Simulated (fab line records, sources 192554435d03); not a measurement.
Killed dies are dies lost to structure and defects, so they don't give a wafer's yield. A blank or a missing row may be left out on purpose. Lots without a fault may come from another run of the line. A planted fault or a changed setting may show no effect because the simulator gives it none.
fab line records | flow n5_finfet
record lots=4 wafers=12 last_day=15
route steps=1938 shown BEOL_M4@1100 BEOL_M5@1112 PASSIVATION@1936
lots that met no fault: from a run of the same line without faults
start_h: hours from the record's first day to the start of the lot's first wafer shown | wait_h: hours since the lot's step before | " the same as in the row above | L1.1+2: a row that stands for several wafers | - no value, or no start given | * or withheld: withheld | < > ~ a bound
route shown NAME@n: a module of which the file shows steps, and the number in the route of the first | usual: mean/standard deviation of fault-free wafers | same: alike in all rows | chamber/n: place in a boat | sites: the reading at each site | _std_site: their standard deviation | _edge_site: outer sites' mean less inner sites' | radius_mm: how far each site lies from the wafer's centre | mask NAME#n: copy n | behind: the tool/chamber that last shaped the wafer | hold: why the lot was held/for how many hours/how that ended | device: the transistor (n, p or np) that didn't switch | end of line: the same wafers' tests at the end of the route | a step without rows: its recipe alone | killed: dies lost to structure and defects at the first sort, not the wafer's yield | map: a wafer's dies, x killed, . not, _ none there
set.NAME: the setting as run; set.NAME@STEP: as run at that earlier step | model.NAME: the simulator's own value behind a step, which no gauge read
lots at some steps of the route; a table a step, a row a wafer
services: from which hour (start_h, from the record's first day; less than 0 if before it) a tool's chamber was out of use, for how many hours, and why
## steps
# step N5_BEOL_M4_SPUTTER_96
# recipe material=Cu target_thk_a=45 temp_c=-20 chamber_pressure_pa=0.07 power_w=withheld time_s=8.29
# step N5_BEOL_M4_ECD_50
# recipe material=Cu target_thk_a=3000
# step N5_BEOL_M4_ANNEAL_51
# recipe temp_c=225 time_s=90 ambient=N2
# step N5_BEOL_M4_CMP_52
# recipe stop_on=SiOC t_overpolish_s=6.8 down_force_psi=1 platen_rpm=50 clearing_platen_down_force_psi=1.5 clearing_platen_rpm=50 post_cmp_clean=cu_alkaline target_thk_nm=40 clearing_platen_pad_velocity_m_s=0.99484 pad_velocity_m_s=0.99484
# step N5_BEOL_M4_PRE_CLEAN_60
# recipe gas=NH3/H2 time_s=15 temp_c=* rf_power_w=300
# step N5_BEOL_M4_CO_CAP_55
# recipe material=Co target_thk_a=20 temp_c=200 precursor=CCTBA/H2 pressure_torr=30 time_s=102.1
# step N5_BEOL_M4_PRE_CLEAN_56
# recipe gas=NH3 time_s=15 temp_c=withheld rf_power_w=300
# step N5_BEOL_M4_DEP_57
# recipe material=SiCN target_thk_a=80 temp_c=withheld precursor=3MS/NH3 pressure_torr=3 rf_w=202 time_s=14
# step N5_BEOL_M5_ILD_DEP_00
# recipe material=SiCOH_lowk target_thk_a=1406.4 temp_c=300 precursor=DEMS/porogen pressure_torr=5 rf_w=500 time_s=25.9
# usual heater_power_w=278/28 showerhead_plenum_p_Torr=5.737/0.013 susceptor_temp_C=299.98/0.17 throttle_valve_pct=14.3/0.8
# columns lot.wafer tool chamber start_h wait_h heater_power_w showerhead_plenum_p_Torr since_wet_clean_h susceptor_temp_C throttle_valve_pct model.SiCOH_lowk_of_BEOL_M5_ILD_DEP_00.thk_nm
L149.1 pecvd-02 0 200.89 0.8 305 5.715 1086 299.71 14.6 140.4
L149.3 " 2 " " 278 5.736 332 300.13 14.1 141.4
L149.6 " 2 " " 281 5.731 - 299.98 14.0 142.6
L154.1 pecvd-02 1 229.57 0.8 287 5.747 1840 299.90 15.2 138.8
L154.2 " 2 " " 255 5.729 361 299.94 13.8 138.6
L154.3 " 0 " " 308 5.709 1115 304.78 14.4 134
L158.2 pecvd-02 2 257.10 0.7 280 5.731 388 299.80 14.0 140.8
L158.3 " 0 " " 298 5.714 1142 304.81 14.8 136.8
L158.6 " 0 " " 303 5.726 - 304.71 14.7 137.4
L160.1 pecvd-04 2 262.83 0.8 258 5.738 213 300.18 12.7 140.2
L160.2 " 0 " " 265 5.748 967 300.26 14.6 139.4
L160.5 " 1 " " 333 5.726 - 299.74 14.4 140.4
# step N5_BEOL_M5_CURE_79
# recipe temp_c=385 time_s=240 ambient=He/Ar material=SiCOH_lowk
# step N5_BEOL_M5_THK_MEAS_01
# recipe reads=SiCOH_lowk_of_BEOL_M5_ILD_DEP_00
# usual M5_ILD_THK=121.0/1.6
# columns lot.wafer tool chamber start_h wait_h M5_ILD_THK[nm]
L149.1 film_metro-02 - 201.47 0.4 120.8
L149.3 " - " " 121.7
L149.6 " - " " 122.6
L154.1 film_metro-01 - 230.14 0.4 119.2
L154.2 " - " " 119.1
L154.3 " - " " 115.2
L158.2 film_metro-02 - 257.67 0.4 121.3
L158.3 " - " " 117.8
L158.6 " - " " 118.1
L160.1 film_metro-02 - 263.45 0.4 120.5
L160.2 " - " " 119.7
L160.5 " - " " 120.9
# step N5_BEOL_M5_PECVD_70
# recipe material=SiO2 target_thk_a=160 temp_c=400 precursor=TEOS/O2 pressure_torr=5.5 rf_w=450 teos_flow_sccm=53.8 gas=O2 flow_sccm=3000 time_s=18
# step N5_BEOL_M5_HM_DEP_02
# recipe material=TiN target_thk_a=200 temp_c=25 chamber_pressure_pa=0.49996
# step N5_BEOL_M5_COAT_59
# recipe resist=SOC temp_c=250 time_s=60 spin_rpm=1500 resist_thk_nm=60
# step N5_BEOL_M5_COAT_60
# recipe resist=SiARC temp_c=220 time_s=60 spin_rpm=1500 resist_thk_nm=12
# step N5_BEOL_M5_COAT_71
# recipe resist=underlayer temp_c=205 time_s=60 spin_rpm=1500 resist_thk_nm=5
# step N5_BEOL_M5_COAT_05
# recipe resist=CAR-EUV spin_rpm=1500 resist_thk_nm=30
# step N5_BEOL_M5_EBR_07
# recipe solvent=PGMEA ebr_width_mm=1.5
# step N5_BEOL_M5_SOFTBAKE_06
# recipe temp_c=110 time_s=60 resist=CAR-EUV
# step N5_BEOL_M5_EXPOSE_08
# recipe mask_id=M5 na=0.33 source_shape=annular sigma_inner=0.4 sigma_outer=0.8 polarization=unpolarized target_cd_nm=28 dose_mj=35.75
# step N5_BEOL_M5_PEB_09
# recipe peb_temp_c=100 peb_time_s=60 resist=CAR-EUV
# step N5_BEOL_M5_DEVELOP_10
# recipe develop_time_s=30 developer=TMAH resist=CAR-EUV rinse_liquid=surfactant_rinse dry=air_spin dev_temp_c=23
# step N5_BEOL_M5_DESCUM_16
# recipe chemistry=O2 time_s=7 source_power_w=50 bias_power_w=20 pressure_mtorr=20 rf_frequency_hz=2.712e+07 temp_c=40 resist=CAR-EUV o2_flow_sccm=225
# step N5_BEOL_M5_ETCH_72
# recipe chemistry=N2/H2 target=underlayer target_depth_a=65 mask_material=CAR-EUV time_s=5.2 ion_energy_ev=200 pressure_mtorr=30 source_w=840 bias_w=150 n2_flow_sccm=200 h2_flow_sccm=200 ends=cleared
# step N5_BEOL_M5_ETCH_61
# recipe chemistry=CF4 target=SiARC target_depth_a=156 mask_material=CAR-EUV time_s=26 ion_energy_ev=80 pressure_mtorr=40 source_w=545 bias_w=36 Ar_flow_sccm=100 cf4_flow_sccm=100 ends=cleared
# step N5_BEOL_M5_ETCH_62
# recipe chemistry=N2/H2 target=SOC target_depth_a=750 overetch_a=150 mask_material=SiARC temp_c=40 time_s=112.5 ion_energy_ev=200 pressure_mtorr=30 source_w=840 bias_w=150 n2_flow_sccm=200 h2_flow_sccm=200
# step N5_BEOL_M5_STRIP_63
# recipe chemistry=N2/H2 temp_c=40 n2_flow_sccm=200 h2_flow_sccm=200 rf_frequency_hz=6e+07
# step N5_BEOL_M5_STRIP_73
# recipe chemistry=N2/H2 temp_c=40 n2_flow_sccm=200 h2_flow_sccm=200 rf_frequency_hz=6e+07
# step N5_BEOL_M5_STRIP_64
# recipe chemistry=CF4 resist=SiARC power_w=300 bias_power_w=75 pressure_mtorr=50 cf4_flow_sccm=150 rf_frequency_hz=6e+07
# step N5_BEOL_M5_HM_OPEN_17
# recipe chemistry=Cl2/BCl3 target_depth_a=200 overetch_a=60 target=TiN mask_material=SOC ion_energy_ev=150 pressure_mtorr=10 icp_w=1000 bias_w=126 Cl2_flow_sccm=53.25 bcl3_flow_sccm=21.75 Ar_flow_sccm=25
# step N5_BEOL_M5_STRIP_19
# recipe chemistry=O2 power_w=400 temp_c=40 pressure_mtorr=30 rf_frequency_hz=6e+07 bias_power_w=0 overash_fraction=0.2 o2_flow_sccm=225
# step N5_BEOL_M5_COAT_65
# recipe resist=SOC temp_c=250 time_s=60 spin_rpm=1500 resist_thk_nm=60
# step N5_BEOL_M5_COAT_66
# recipe resist=SiARC temp_c=220 time_s=60 spin_rpm=1500 resist_thk_nm=12
# step N5_BEOL_M5_COAT_74
# recipe resist=underlayer temp_c=205 time_s=60 spin_rpm=1500 resist_thk_nm=5
# step N5_BEOL_M5_CMP_52
# recipe stop_on=SiCOH_lowk t_overpolish_s=6.9 down_force_psi=1 platen_rpm=50 clearing_platen_down_force_psi=1.5 clearing_platen_rpm=50 post_cmp_clean=cu_alkaline target_thk_nm=62 clearing_platen_pad_velocity_m_s=0.99484 pad_velocity_m_s=0.99484
# usual barrier_field_endpoint_s=24.4/0.61 motor_current_A=6.1/0.6 overpolish_run_s=6.899/0.0091 pad_life_wafers=707/590 retaining_ring_pressure_frac=1.000/0.0049 slurry_flow_ml_min=150.0/0.43 time_to_endpoint_s=60.8/2.8
# columns lot.wafer tool chamber start_h wait_h barrier_field_endpoint_s motor_current_A overpolish_run_s pad_life_wafers retaining_ring_pressure_frac slurry_flow_ml_min time_to_endpoint_s model.SiCOH_lowk_of_BEOL_M5_ILD_DEP_00.thk_nm
L149.1 cmp-03 1 213.43 0.3 25.1 6.4 6.910 306 1.007 150.3 66.3 117.8
L149.3 " 3 " " 24.9 6.7 6.905 308 0.992 149.9 61.7 118.6
L149.6 " 1 " " 24.4 6.3 6.904 - 1.003 150.1 61.4 119.6
L154.1 cmp-03 2 241.89 0.3 24.0 5.9 6.883 558 0.996 150.1 63.1 116.4
L154.2 " 3 " " 23.3 6.3 6.880 559 0.999 149.8 59.1 116.2
L154.3 " 1 " " 24.1 6.2 6.898 561 0.994 150.4 60.4 112.2
L158.2 cmp-04 2 266.46 0.5 23.9 6.2 6.885 451 0.998 149.2 55.9 118.2
L158.3 " 3 " " 23.7 5.4 6.917 452 0.995 151.0 57.4 114.6
L158.6 " 2 " " 24.3 5.5 6.894 - 1.000 150.6 59.6 115.2
L160.2 cmp-02 2 273.88 0.2 23.6 5.9 6.883 42 1.003 150.5 55.7 116.8
L160.1 " 1 " " 24.3 6.3 6.899 45 1.001 150.1 58.4 117.6
L160.5 " 3 " " 24.0 5.9 6.902 - 0.994 149.9 58.5 117.8
# step N5_PASSIVATION_PROBE_49
# usual defect_limited_yield=91.3/1.4 killed_at_M0_to_M3=35/11 killed_at_M4_up=14/5.4 killed_at_contacts=12/6.2 killed_at_front_end=38/11 killed_at_other=4.1/2.8 killed_dies=103/17 killed_open=66/13 killed_short=34/8.2 sort_bin_5_function=5.1/0.89 sort_bin_6_memory=3.3/0.72 sort_bin_8_speed=0.00/0.0099 sort_n_pass=1077/17 sort_yield_pct=91.3/1.4
# same gross_dies=1180 killed_at_back_side=0 sort_bin_4_leakage[%]=0
# columns lot.wafer tool chamber start_h wait_h defect_limited_yield[%] killed_at_M0_to_M3 killed_at_M4_up killed_at_contacts killed_at_front_end killed_at_other killed_dies killed_open killed_short sort_bin_5_function[%] sort_bin_6_memory[%] sort_bin_8_speed[%] sort_n_pass sort_yield_pct[%]
L154.1 prober-02 - 334.09 0.0 92.5 22 14 6 39 8 89 49 36 4.2 2.6 0 1091 92.5
L154.2 prober-02 - 334.14 0.1 92.0 26 10 18 35 5 94 62 30 4.4 3.5 0 1086 92.0
L154.3 prober-02 - 334.19 0.1 90.9 34 12 19 36 6 107 77 29 5.4 3.5 0 1073 90.9
# killed by level:class
L154.1 GATE_CUT:geometric_particle:short=10 STI_FIN_REVEAL:geometric_particle:open=7 MIM_TOP_ETCH:geometric_particle:open=6 FIN_SAQP:geometric_particle:short=5 BEOL_M1:geometric_particle:open=5 DUMMY_GATE:geometric_particle:open=4 BEOL_M4:geometric_particle:short=4 MOL_CONTACT_COAG:geometric_particle:open=4
L154.2 MOL_CONTACT_COAG:geometric_particle:open=14 BEOL_M3:geometric_particle:open=10 FIN_SAQP:geometric_particle:short=8 STI_FIN_REVEAL:geometric_particle:open=8 BEOL_M4:geometric_particle:open=5 BEOL_M1:geometric_particle:open=4 BEOL_M1:geometric_particle:short=4 BEOL_M2:geometric_particle:open=4
L154.3 MOL_CONTACT_COAG:geometric_particle:open=16 BEOL_M2:geometric_particle:open=10 FIN_SAQP:geometric_particle:open=8 BEOL_M3:geometric_particle:open=8 STI_FIN_REVEAL:geometric_particle:open=7 BEOL_M1:geometric_particle:open=7 DUMMY_GATE:geometric_particle:open=6 GATE_CUT:geometric_particle:short=4
## services
# columns tool chamber start_h hours kind
pecvd-04 2 190.12 32.7 repair
cmp-02 - 202.10 0.9 repair
cmp-04 - 202.11 4.0 pm
cmp-03 - 204.25 0.4 repair
cmp-04 - 206.11 - consumable_replace:conditioner
cmp-04 - 206.11 - consumable_replace:pad
cmp-04 - 207.42 3.5 pm
cmp-02 - 213.47 1.6 repair
pecvd-02 2 215.15 5.5 scheduled_down
cmp-02 - 225.03 1.2 repair
pecvd-04 - 249.40 0.3 repair
cmp-02 - 253.86 1.7 repair
cmp-02 - 263.48 4.0 pm
pecvd-04 0 267.41 5.0 scheduled_down
cmp-02 - 267.48 - consumable_replace:conditioner
cmp-02 - 267.48 - consumable_replace:pad
## key
first_sign step=N5_BEOL_M5_ILD_DEP_00 reading=susceptor_temp_C direction=up sigmas=28 usual=* struck=*
effect step=N5_BEOL_M5_THK_MEAS_01 reading=M5_ILD_THK direction=down sigmas=2.5 usual=121.0 struck=117.0
model_effect step=N5_BEOL_M5_ILD_DEP_00 value=SiCOH_lowk_of_BEOL_M5_ILD_DEP_00.thk_nm without=139.9 struck=136.1
model_effect step=N5_BEOL_M5_CMP_52 value=SiCOH_lowk_of_BEOL_M5_ILD_DEP_00.thk_nm without=117.3 struck=114
met_at N5_BEOL_M5_ILD_DEP_00
struck_wafers L154.3,L158.3,L158.6
onset_between 200.89 229.57
fault kind=process_parameter_drift tool=pecvd-02 chamber=0 onset_h=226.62 steps=N5_BEOL_M5_ILD_DEP_00 channel=temp_c offset=* shape=step end_h=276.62 acts_in=* stated=*
